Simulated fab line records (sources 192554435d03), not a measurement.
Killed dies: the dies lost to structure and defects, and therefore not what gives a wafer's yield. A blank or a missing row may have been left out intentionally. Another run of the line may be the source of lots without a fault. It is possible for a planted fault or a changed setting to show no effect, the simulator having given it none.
fab line records | flow n5Finfet
record lots=9 wafers=27 lastDay=19
route steps=1938 shown BEOL_M4@1111 BEOL_M6@1238 BEOL_M7@1263 PASSIVATION@1936
lots untouched by any fault: they come from a run of this same line in which no faults occurred
startH: hours from the record's first day to the start of the lot's first wafer shown | waitH: time in hours since the lot's previous step | " repeats the value in the row above | L1.1+2: one row covering several wafers at once | - either no value or no given start | * or withheld: withheld | < > ~ a bound
route shown NAME@n: NAME is a module with steps in the file, n the number in the route of the first one | usual: the fault-free wafers' mean and standard deviation | same: alike in all rows | chamber/n: place in a boat | sites: each site's reading | _std_site: standard deviation across them | _edge_site: inner sites' mean taken away from outer sites' mean | radiusMm: how far each site lies from the wafer's centre | mask NAME#n: copy n | behind: the last tool/chamber to shape the wafer | hold: the reason the lot was held/the length of the hold in hours/how it ended | device: the transistor (n, p or np) that didn't switch | end of line: the tests these same wafers got at the end of their route | a step without rows: its recipe alone | killed: not the wafer's yield, but the dies lost to structure and defects at the first sort | map: a wafer's dies, marking killed ones x, the rest . and places with no die _
set.NAME: setting as actually run; set.NAME@STEP: the setting as run at that earlier step | model.NAME: the simulator's own value behind a step, which no gauge read
one table for each step of the route and one row for each wafer, over a sample of lots
services: a tool's chamber out of use, with start hour (startH, from the record's first day; less than 0 if before it), hours out, and reason
## steps
# step N5_BEOL_M4_RC_MEAS_101
# usual DIBL_N=36.1/1.6 DIBL_P=35.8/2 IOFF_N=0.157/0.029 IOFF_P=0.21/0.034 ION_N=677/13 ION_P=465/8.1 SS_N=71.3/0.61 SS_P=73.2/0.65 VT_N=249/3.3 VT_P=-250/3.2
# columns lot.wafer tool chamber startH waitH DIBL_N[mV/V] DIBL_P[mV/V] IOFF_N[nA/um] IOFF_P[nA/um] ION_N[uA/um] ION_P[uA/um] SS_N[mV/dec] SS_P[mV/dec] VT_N[mV] VT_P[mV]
L469.2 prober-02 0 211.29 0.2 40.0 39.3 0.244 0.29 701 475 72.2 74.9 244 -246
L469.3 " 0 " " 35.2 33.5 0.147 0.18 679 459 70.7 73.0 249 -251
L469.5 " 0 " " 35.3 33.8 0.142 0.19 672 459 71.1 73.3 251 -251
L471.1 prober-01 0 229.16 0.0 36.8 34.7 0.162 0.22 686 473 71.3 73.4 246 -247
L471.4 " 0 " " 36.6 35.0 0.168 0.23 684 465 71.1 73.3 245 -246
L471.6 " 0 " " 37.4 35.3 0.169 0.23 670 464 71.2 72.9 247 -248
L474.2 prober-01 0 243.18 0.2 36.5 36.5 0.151 0.23 683 471 70.4 72.7 249 -248
L474.4 " 0 " " 34.9 34.3 0.124 0.20 667 464 71.1 73.2 254 -251
L474.6 " 0 " " 35.6 35.2 0.141 0.22 663 460 70.9 73.1 252 -249
L484.1 prober-01 0 307.68 0.1 36.0 36.3 0.141 0.21 678 466 71.5 74.2 252 -247
L484.2 " 0 " " 36.1 35.9 0.144 0.22 670 460 71.0 73.0 250 -248
L484.4 " 0 " " 35.5 35.3 0.136 0.21 664 463 71.3 73.2 253 -248
L485.2 prober-01 0 313.16 0.2 34.8 34.1 0.139 0.19 680 466 70.9 72.9 250 -251
L485.3 " 0 " " 35.3 34.8 0.144 0.19 671 457 70.9 72.8 251 -251
L485.5 " 0 " " 35.4 35.1 0.147 0.20 667 456 71.1 73.9 249 -253
L487.3 prober-02 0 315.75 0.3 38.4 38.3 0.216 0.26 694 470 71.6 73.8 246 -246
L487.4 " 0 " " 35.2 34.8 0.145 0.21 676 467 71.3 72.8 251 -248
L487.5 " 0 " " 35.5 34.9 0.156 0.21 684 465 71.2 72.8 251 -250
L488.1 prober-02 0 321.63 0.0 36.3 36.8 0.149 0.21 681 467 71.3 72.9 248 -253
L488.3 " 0 " " 34.6 35.0 0.125 0.17 665 463 71.1 73.0 251 -256
L488.4 " 0 " " 37.7 38.3 0.171 0.22 680 469 71.8 73.6 250 -250
L489.1 prober-02 0 325.05 0.0 37.0 38.1 0.190 0.24 696 478 70.9 74.2 244 -249
L489.3 " 0 " " 38.2 39.0 0.210 0.25 696 474 71.6 73.7 242 -248
L489.4 " 0 " " 36.7 37.3 0.182 0.23 685 468 71.7 73.2 248 -246
L490.1 prober-02 0 342.88 0.0 37.4 38.5 0.181 0.25 683 464 72.0 73.1 248 -249
L490.3 " 0 " " 37.5 37.4 0.181 0.24 694 476 72.1 73.9 246 -248
L490.6 " 0 " " 36.9 37.8 0.172 0.24 696 480 71.8 73.8 249 -249
# step N5_BEOL_M6_STRIP_36
# recipe chemistry=N2/H2 powerW=450 tempC=40 pressureMtorr=20 rfFrequencyHz=6e+07 overashFraction=0.3 biasPowerW=7 h2Frac=0.5 n2FlowSccm=200 h2FlowSccm=200
# usual drypumpMotorCurrentA=5.7/0.33 oesProductAu=0.83/0.065 rfVppV=59.3/1.4 showerheadPlenumPTorr=2.56/0.12 throttleValvePct=23.7/0.31
# columns lot.wafer tool chamber startH waitH drypumpMotorCurrentA oesProductAu rfHoursCounterH rfVppV showerheadPlenumPTorr throttleValvePct
L469.2 rieDiel-05 0 227.29 0.0 5.6 0.76 132 57.6 2.35 24.1
L469.3 " 2 " " 5.6 0.84 73 62.0 2.66 23.5
L469.5 " 0 " " 5.6 0.77 - 58.4 2.35 24.1
L471.1 rieDiel-03 3 247.08 0.0 6.4 0.69 213 57.2 2.49 23.1
L471.4 " 0 " " 5.6 0.90 - 60.0 2.70 23.5
L471.6 " 3 " " 6.4 0.69 - 61.7 2.49 23.1
L474.2 rieDiel-05 3 259.59 0.0 5.5 0.92 11 59.3 2.61 23.6
L474.4 " 0 " " 5.6 0.76 144 58.4 2.35 24.1
L474.6 " 1 " " 5.6 0.85 - 60.3 2.48 23.7
L484.1 rieDiel-03 2 329.51 0.0 5.6 0.88 26 56.9 2.72 23.6
L484.2 " 1 " " 5.5 0.80 107 58.7 2.69 24.1
L484.4 " 2 " " 5.6 0.89 - 58.9 2.72 23.6
L485.2 rieDiel-03 0 333.52 0.0 5.7 0.86 46 58.5 2.69 23.5
L485.3 " 2 " " 5.7 0.89 28 56.9 2.72 23.6
L485.5 " 0 " " 5.6 0.85 - 57.8 2.69 23.5
L487.3 rieDiel-05 0 336.26 0.0 5.6 0.74 168 59.2 2.34 24.1
L487.4 " 1 " " 5.5 0.83 68 61.4 2.47 23.8
L487.5 " 0 " " 5.5 0.72 - 56.6 2.34 24.2
L488.1 rieDiel-05 1 341.29 0.0 5.6 0.82 70 57.7 2.47 23.8
L488.3 " 2 " " 5.7 0.78 113 57.6 2.64 23.5
L488.4 " 3 " " 5.5 0.87 38 57.6 2.60 23.6
L489.1 rieDiel-01 2 342.21 0.0 5.1 0.84 68 59.4 2.45 23.0
L489.3 " 1 " " 5.8 0.81 116 58.4 2.47 24.0
L489.4 " 3 " " 6.5 0.81 - 59.4 2.66 23.7
L490.1 rieDiel-03 2 362.04 0.0 5.6 0.88 39 59.8 2.71 23.6
L490.3 " 0 " " 5.6 0.85 56 59.4 2.69 23.6
L490.6 " 2 " " 5.7 0.87 - 62.2 2.71 23.6
# step N5_BEOL_M6_CD_MEAS_35
# recipe targetCdNm=40 targetCdYNm=28 polarity=opening
# usual cdNm=39.8/0.69
# columns lot.wafer tool chamber startH waitH cdNm
L469.2 cdSem-01 - 227.64 0.0 39.5
L469.3 " - " " 39.1
L469.5 " - " " 38.6
L471.1 cdSem-02 - 247.43 0.0 40.3
L471.4 " - " " 40.8
L471.6 " - " " 39.6
L474.2 cdSem-03 - 259.94 0.0 39.5
L474.4 " - " " 39.4
L474.6 " - " " 38.2
L484.1 cdSem-01 - 329.86 0.0 40.0
L484.2 " - " " 40.1
L484.4 " - " " 38.8
L485.2 cdSem-02 - 333.87 0.0 40.0
L485.3 " - " " 41.0
L485.5 " - " " 40.3
L487.3 cdSem-01 - 336.65 0.0 38.9
L487.4 " - " " 39.3
L487.5 " - " " 39.3
L488.1 cdSem-02 - 341.64 0.0 40.4
L488.3 " - " " 40.2
L488.4 " - " " 40.8
L489.1 cdSem-02 - 342.56 0.0 40.7
L489.3 " - " " 39.3
L489.4 " - " " 40.5
L490.1 cdSem-02 - 362.39 0.0 40.0
L490.3 " - " " 39.5
L490.6 " - " " 39.8
# step N5_BEOL_M6_CVD_78
# recipe material=Co targetThkA=20 tempC=withheld precursor=CCTBA/H2 pressureTorr=30 timeS=142.3
# usual chamberPressureTorr=30.00/0.07 runLengthS=165.5/0.46
# columns lot.wafer tool chamber startH waitH chamberPressureTorr runLengthS
L469.2 cvdCo-01 0 228.66 0.1 30.10 165.7
L469.3 " 1 " " 30.11 165.6
L469.5 " 1 " " 29.91 165.4
L471.1 cvdCo-01 2 248.45 0.0 29.94 165.8
L471.4 " 0 " " 29.99 166.0
L471.6 " 1 " " 29.95 165.9
L474.2 cvdCo-01 2 262.44 0.1 30.00 165.1
L474.4 " 1 " " 30.07 165.8
L474.6 " 2 " " 30.00 165.2
L484.1 cvdCo-02 0 331.27 0.1 - -
L484.2 " 1 " " - -
L484.4 " 1 " " - -
L485.2 cvdCo-01 0 335.61 0.0 - -
L485.3 " 2 " " - -
L485.5 " 1 " " - -
L487.3 cvdCo-01 2 339.35 0.0 29.97 165.6
L487.4 " 1 " " 29.97 165.4
L487.5 " 0 " " 30.01 166.8
L488.1 cvdCo-01 2 343.40 0.0 30.04 165.1
L488.3 " 1 " " 29.99 165.4
L488.4 " 2 " " 29.99 165.4
L489.1 cvdCo-01 0 344.31 0.2 30.05 165.6
L489.3 " 2 " " 30.05 165.3
L489.4 " 2 " " 29.90 165.7
L490.1 cvdCo-02 0 363.69 0.2 29.99 165.6
L490.3 " 2 " " 29.87 164.6
L490.6 " 2 " " 29.90 165.0
# step N5_BEOL_M6_CMP_52
# recipe stopOn=SiCOH_lowk tOverpolishS=6.9 downForcePsi=1 platenRpm=50 clearingPlatenDownForcePsi=1.5 clearingPlatenRpm=50 postCmpClean=cuAlkaline targetThkNm=80 clearingPlatenPadVelocityMS=0.99484 padVelocityMS=0.99484
# usual barrierFieldEndpointS=28.9/0.82 clearingPlatenDownForcePsi=1.4998/0.0029 headPressurePsi=0.9999/0.0022 motorCurrentA=6.1/0.45
# columns lot.wafer tool chamber startH waitH barrierFieldEndpointS clearingPlatenDownForcePsi headPressurePsi motorCurrentA
L469.2 cmp-02 0 229.74 0.4 27.3 1.5040 1.0018 7.0
L469.3 " 2 " " 27.9 1.5043 0.9988 6.5
L469.5 " 3 " " 29.2 1.5049 1.0015 5.8
L471.4 cmp-04 3 249.53 0.1 30.5 1.4956 0.9985 5.4
L471.1 " 1 " " 28.8 1.5033 0.9995 7.0
L471.6 " 3 " " 29.6 1.4987 0.9975 5.6
L474.4 cmp-04 3 263.12 0.1 30.6 1.4951 0.9972 5.6
L474.2 " 2 " " 29.6 1.5034 1.0005 5.8
L474.6 " 3 " " 29.7 1.4993 0.9981 5.5
L484.4 cmp-04 3 332.10 0.1 27.0 1.5020 0.9970 5.5
L484.1 " 0 " " 26.4 1.4983 1.0001 6.0
L484.2 " 2 " " 26.3 1.5012 1.0033 5.9
L485.2 cmp-04 3 336.33 0.2 26.1 1.5023 0.9975 5.8
L485.3 " 2 " " 26.0 1.4996 0.9999 5.8
L485.5 " 3 " " 26.4 1.5000 0.9977 5.8
L487.3 cmp-04 1 340.45 0.3 26.7 1.4998 0.9969 6.6
L487.4 " 2 " " 28.2 1.4981 0.9996 6.4
L487.5 " 0 " " 27.7 1.5039 0.9980 6.5
L488.3 cmp-02 1 344.25 0.2 29.5 1.4979 0.9994 6.0
L488.1 " 3 " " 29.3 1.5038 0.9981 5.7
L488.4 " 0 " " 28.8 1.4974 1.0022 6.4
L489.4 cmp-04 3 345.68 0.1 30.4 1.4968 1.0047 5.5
L489.1 " 1 " " 28.3 1.4964 0.9988 6.9
L489.3 " 2 " " 29.2 1.5014 0.9989 5.9
L490.3 cmp-01 1 365.10 0.2 28.2 1.5019 0.9979 6.2
L490.1 " 2 " " 27.7 1.5008 1.0016 6.7
L490.6 " 1 " " 28.3 1.5017 0.9986 5.9
# step N5_BEOL_M7_ILD_DEP_00
# recipe material=SiCOH_lowk targetThkA=1797.5 tempC=300 precursor=DEMS/porogen pressureTorr=5 rfW=500 timeS=33.4
# usual heaterPowerW=295/33 showerheadPlenumPTorr=5.740/0.016 throttleValvePct=14.0/1.1
# columns lot.wafer tool chamber startH waitH heaterPowerW showerheadPlenumPTorr throttleValvePct
L469.2 pecvd-01 0 230.20 0.0 267 5.742 13.4
L469.3 " 1 " " 292 5.736 12.7
L469.5 " 0 " " 270 5.748 13.5
L471.1 pecvd-03 1 250.02 0.0 250 5.734 15.2
L471.4 " 1 " " 257 5.744 15.1
L471.6 " 2 " " 296 5.740 13.2
L474.2 pecvd-01 2 263.60 0.0 244 5.746 12.4
L474.4 " 0 " " 268 5.741 13.3
L474.6 " 0 " " 274 5.758 13.2
L487.3 pecvd-03 0 340.86 0.0 325 5.747 15.5
L487.4 " 2 " " 276 5.754 13.1
L487.5 " 0 " " 337 5.756 15.7
L488.1 pecvd-01 2 344.74 0.0 248 5.749 12.7
L488.3 " 2 " " 257 5.763 12.6
L488.4 " 0 " " 304 5.758 13.5
L489.1 pecvd-01 0 346.17 0.0 296 5.742 13.4
L489.3 " 2 " " 278 5.748 12.5
L489.4 " 0 " " 298 5.756 13.6
L490.1 pecvd-03 1 365.59 0.0 267 5.727 15.5
L490.3 " 2 " " 300 5.754 13.1
L490.6 " 0 " " 335 5.727 15.8
# step N5_PASSIVATION_PROBE_49
# usual defectLimitedYield=91.0/1.4 killed_at_M0_to_M3=33/11 killed_at_M4_up=14/5 killedAtContacts=11/7.3 killedAtFrontEnd=43/12 killedAtOther=4/3.1 killedDies=106/17 killedOnRim=14/3.8 killedOpen=69/13 killedShort=34/8.7 sort_bin_5_function=5.2/0.96 sort_bin_6_memory=3.3/0.66 sortNPass=1074/17 sortYieldPct=91.0/1.4
# same grossDies=1180 killedAtBackSide=0 sort_bin_4_leakage[%]=0 sort_bin_8_speed[%]=0
# columns lot.wafer tool chamber startH waitH defectLimitedYield[%] killed_at_M0_to_M3 killed_at_M4_up killedAtContacts killedAtFrontEnd killedAtOther killedDies killedOnRim killedOpen killedShort sort_bin_5_function[%] sort_bin_6_memory[%] sortNPass sortYieldPct[%]
L485.2 prober-01 - 424.99 0.1 14.5 22 937 8 40 2 1009 152 54 24 73.1 12.0 171 14.5
L485.3 prober-01 - 425.04 0.1 14.7 13 953 6 33 1 1006 151 38 18 71.7 13.2 174 14.7
L485.5 prober-01 - 425.14 0.2 12.1 19 975 14 27 2 1037 94 51 22 75.2 12.5 143 12.1
L484.1 prober-02 - 425.35 0.0 10.7 21 966 15 52 0 1054 106 71 32 76.8 12.2 126 10.7
L484.2 prober-02 - 425.40 0.1 12.1 46 945 6 36 4 1037 140 64 41 73.9 13.6 143 12.1
L484.4 prober-02 - 425.50 0.2 13.3 17 959 13 28 6 1023 130 57 24 72.8 13.5 157 13.3
# killed by level:class
L485.2 BEOL_M6:areaCvd=594 BEOL_M6:interfaceVoidOpened=334 FIN_SAQP:geometricParticle:open=10 FIN_SAQP:geometricParticle:short=7 STI_FIN_REVEAL:geometricParticle:open=6 BEOL_M0:geometricParticle:open=6 MOL_CONTACT_COAG:geometricParticle:open=6 BEOL_M0_SAQP:geometricParticle:short=5
L485.3 BEOL_M6:areaCvd=609 BEOL_M6:interfaceVoidOpened=337 FIN_SAQP:geometricParticle:short=10 FIN_SAQP:geometricParticle:open=9 BEOL_M2:geometricParticle:open=7 MOL_CONTACT_COAG:geometricParticle:open=6 DUMMY_GATE:geometricParticle:open=4 STI_FIN_REVEAL:geometricParticle:open=2
L485.5 BEOL_M6:areaCvd=590 BEOL_M6:interfaceVoidOpened=373 MOL_CONTACT_COAG:geometricParticle:open=13 BEOL_M3:geometricParticle:open=10 STI_FIN_REVEAL:geometricParticle:open=5 STI_FIN_REVEAL:geometricParticle:short=4 BEOL_M5:geometricParticle:open=4 FIN_SAQP:geometricParticle:short=3
L484.1 BEOL_M6:areaCvd=589 BEOL_M6:interfaceVoidOpened=361 MOL_CONTACT_COAG:geometricParticle:open=15 FIN_SAQP:geometricParticle:short=14 FIN_SAQP:geometricParticle:open=13 BEOL_M5:geometricParticle:open=7 DUMMY_GATE:geometricParticle:open=5 GATE_CUT:geometricParticle:open=5
L484.2 BEOL_M6:areaCvd=572 BEOL_M6:interfaceVoidOpened=360 BEOL_M1:geometricParticle:open=13 BEOL_M3:geometricParticle:open=12 BEOL_M0_SAQP:geometricParticle:short=11 STI_FIN_REVEAL:geometricParticle:open=10 GATE_CUT:geometricParticle:short=10 MOL_CONTACT_COAG:geometricParticle:open=6
L484.4 BEOL_M6:areaCvd=600 BEOL_M6:interfaceVoidOpened=341 MOL_CONTACT_COAG:geometricParticle:open=12 STI_FIN_REVEAL:geometricParticle:open=7 BEOL_M4:geometricParticle:open=5 FIN_SAQP:geometricParticle:open=4 DUMMY_GATE:geometricParticle:open=4 GATE_CUT:geometricParticle:short=4
## services
# columns tool chamber startH hours kind
cvdCo-02 1 205.50 7.8 repair
rieDiel-03 2 206.92 7.6 repair
cmp-02 - 212.65 4.0 pm
cmp-04 - 218.33 4.0 pm
cmp-04 - 222.33 - consumableReplace:conditioner
cmp-04 - 231.61 7.9 repair
cmp-02 - 253.81 1.8 repair
rieDiel-03 - 255.51 15.6 pm
rieDiel-05 - 266.94 15.6 pm
cvdCo-02 - 272.54 2.8 pm
cmp-04 - 273.48 0.8 repair
cmp-02 - 276.03 0.5 repair
cmp-02 - 277.21 8.7 pm
rieDiel-01 - 288.94 2.8 pm
pecvd-01 1 292.97 3.6 repair
rieDiel-05 0 293.56 3.4 repair
pecvd-01 - 297.04 28.1 pm
cmp-04 - 323.84 1.4 repair
cmp-01 - 327.24 4.1 pm
pecvd-03 - 331.36 0.6 repair
cmp-01 - 331.60 2.1 repair
cmp-01 - 342.81 4.0 pm
cmp-01 - 346.81 7.1 pm
cmp-04 - 351.66 1.4 repair
## key
firstSign step=N5_BEOL_M6_CVD_78 reading=toolRecord direction=missing
effect step=N5_BEOL_M6_CMP_52 reading=barrierFieldEndpointS direction=down sigmas=3 usual=28.9 struck=26.4
effect step=N5_PASSIVATION_PROBE_49 reading=killed_at_M4_up direction=up sigmas=99+ usual=14 struck=956
moreKillsBornAt N5_BEOL_M6_CVD_78@cvdCo-01=1793 N5_BEOL_M6_CVD_78@cvdCo-02=1761
metAt N5_BEOL_M6_CVD_78
struckLots L484,L485
laterRowsLeftOut L484.1,L484.2,L484.4,L485.2,L485.3,L485.5
notActingAt N5_BEOL_M6_STRIP_36,N5_BEOL_M6_CD_MEAS_35,N5_BEOL_M7_ILD_DEP_00
onsetBetween 262.44 331.27
fault kind=skippedStepWhole tool=cvdCo-01,cvdCo-02 chamber=- onsetH=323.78 steps=N5_BEOL_M6_CVD_78 scope=struckLotsOnly
# laterRowsLeftOut: the simulator's readings of these wafers behind a module that went badly wrong aren't trusted and aren't shown, but for the sort
